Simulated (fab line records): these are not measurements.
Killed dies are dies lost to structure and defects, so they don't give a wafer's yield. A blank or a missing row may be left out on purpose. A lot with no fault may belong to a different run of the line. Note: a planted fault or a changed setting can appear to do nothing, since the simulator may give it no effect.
Matching of chambers :: flow nand-harc :: 4 sister chambers for NHARC_A_BONDPAD_STRIP_15 on rie-diel-02
The step strips in O2. 14 wafers are shown with their chamber, then 7 later ones without.

## WAFERS, EACH WITH ITS CHAMBER
wafer: L252.1
chamber: 2
showerhead-plenum-p-Torr (Torr): 3.29
drypump-motor-current-A (A): 5.79
oes-product-au (a.u.): 1.006

wafer: L252.4
chamber: 2
showerhead-plenum-p-Torr (Torr): 3.29
drypump-motor-current-A (A): 5.80
oes-product-au (a.u.): 1.013

wafer: L252.6
chamber: 0
showerhead-plenum-p-Torr (Torr): 3.72
drypump-motor-current-A (A): 5.97
oes-product-au (a.u.): 0.996

wafer: L264.3
chamber: 3
showerhead-plenum-p-Torr (Torr): 3.31
drypump-motor-current-A (A): 5.87
oes-product-au (a.u.): 0.989

wafer: L264.4
chamber: 0
showerhead-plenum-p-Torr (Torr): 3.71
drypump-motor-current-A (A): 5.99
oes-product-au (a.u.): 1.002

wafer: L264.6
chamber: 3
showerhead-plenum-p-Torr (Torr): 3.31
drypump-motor-current-A (A): 5.86
oes-product-au (a.u.): 0.989

wafer: L266.1
chamber: 0
showerhead-plenum-p-Torr (Torr): 3.71
drypump-motor-current-A (A): 5.99
oes-product-au (a.u.): 0.991

wafer: L266.3
chamber: 2
showerhead-plenum-p-Torr (Torr): 3.28
drypump-motor-current-A (A): 5.83
oes-product-au (a.u.): 1.012

wafer: L266.4
chamber: 3
showerhead-plenum-p-Torr (Torr): 3.31
drypump-motor-current-A (A): 5.87
oes-product-au (a.u.): 0.982

wafer: L265.1
chamber: 0
showerhead-plenum-p-Torr (Torr): 3.71
drypump-motor-current-A (A): 5.98
oes-product-au (a.u.): 1.010

wafer: L265.3
chamber: 2
showerhead-plenum-p-Torr (Torr): 3.28
drypump-motor-current-A (A): 5.80
oes-product-au (a.u.): 1.014

wafer: L265.4
chamber: 3
showerhead-plenum-p-Torr (Torr): 3.31
drypump-motor-current-A (A): 5.90
oes-product-au (a.u.): 0.978

wafer: L267.1
chamber: 1
showerhead-plenum-p-Torr (Torr): 3.30
drypump-motor-current-A (A): 5.70
oes-product-au (a.u.): 0.993

wafer: L267.3
chamber: 2
showerhead-plenum-p-Torr (Torr): 3.28
drypump-motor-current-A (A): 5.80
oes-product-au (a.u.): 1.007

SIGNATURES (averages over the wafers above)
reading: showerhead-plenum-p-Torr
chamber 0: 3.7125
chamber 1: 3.3000
chamber 2: 3.2840
chamber 3: 3.3100
scatter within a chamber: 0.00442

reading: drypump-motor-current-A
chamber 0: 5.9825
chamber 1: 5.7000
chamber 2: 5.8040
chamber 3: 5.8750
scatter within a chamber: 0.0145

reading: oes-product-au
chamber 0: 0.99975
chamber 1: 0.99300
chamber 2: 1.01040
chamber 3: 0.98450
scatter within a chamber: 0.00586
Rule: distance of a wafer from a chamber = root of the sum over the readings of ((wafer's reading minus chamber's mean) / reading's scatter) squared. If the next closest chamber is less than 2 further off than the closest, the wafer can't be placed; otherwise it belongs to the closest. The scatter is the square root of a quotient: the sum, over the shown wafers, of each reading's squared deviation from its chamber's mean, divided by wafers minus chambers.

## WAFERS WHOSE CHAMBER IS MISSING
wafer: L267.4
showerhead-plenum-p-Torr (Torr): 3.71
drypump-motor-current-A (A): 5.99
oes-product-au (a.u.): 1.001

wafer: L269.3
showerhead-plenum-p-Torr (Torr): 3.71
drypump-motor-current-A (A): 5.98
oes-product-au (a.u.): 1.002

wafer: L269.5
showerhead-plenum-p-Torr (Torr): 3.28
drypump-motor-current-A (A): 5.79
oes-product-au (a.u.): 1.002

wafer: L269.6
showerhead-plenum-p-Torr (Torr): 3.31
drypump-motor-current-A (A): 5.88
oes-product-au (a.u.): 0.985

wafer: L272.1
showerhead-plenum-p-Torr (Torr): 3.30
drypump-motor-current-A (A): 5.69
oes-product-au (a.u.): 0.999

wafer: L272.2
showerhead-plenum-p-Torr (Torr): 3.70
drypump-motor-current-A (A): 5.98
oes-product-au (a.u.): 0.998

wafer: L272.5
showerhead-plenum-p-Torr (Torr): 3.30
drypump-motor-current-A (A): 5.87
oes-product-au (a.u.): 0.985

## CHAMBER TAKEN BY EACH
wafer: L267.4
from the rows above: 0
in truth: 0

wafer: L269.3
from the rows above: 0
in truth: 0

wafer: L269.5
from the rows above: 2
in truth: 2

wafer: L269.6
from the rows above: 3
in truth: 3

wafer: L272.1
from the rows above: 1
in truth: 1

wafer: L272.2
from the rows above: 0
in truth: 0

wafer: L272.5
from the rows above: 3
in truth: 3
Correct placement for 7 of the 7. Not placeable from these rows: 0. Wrongly placed: 0.
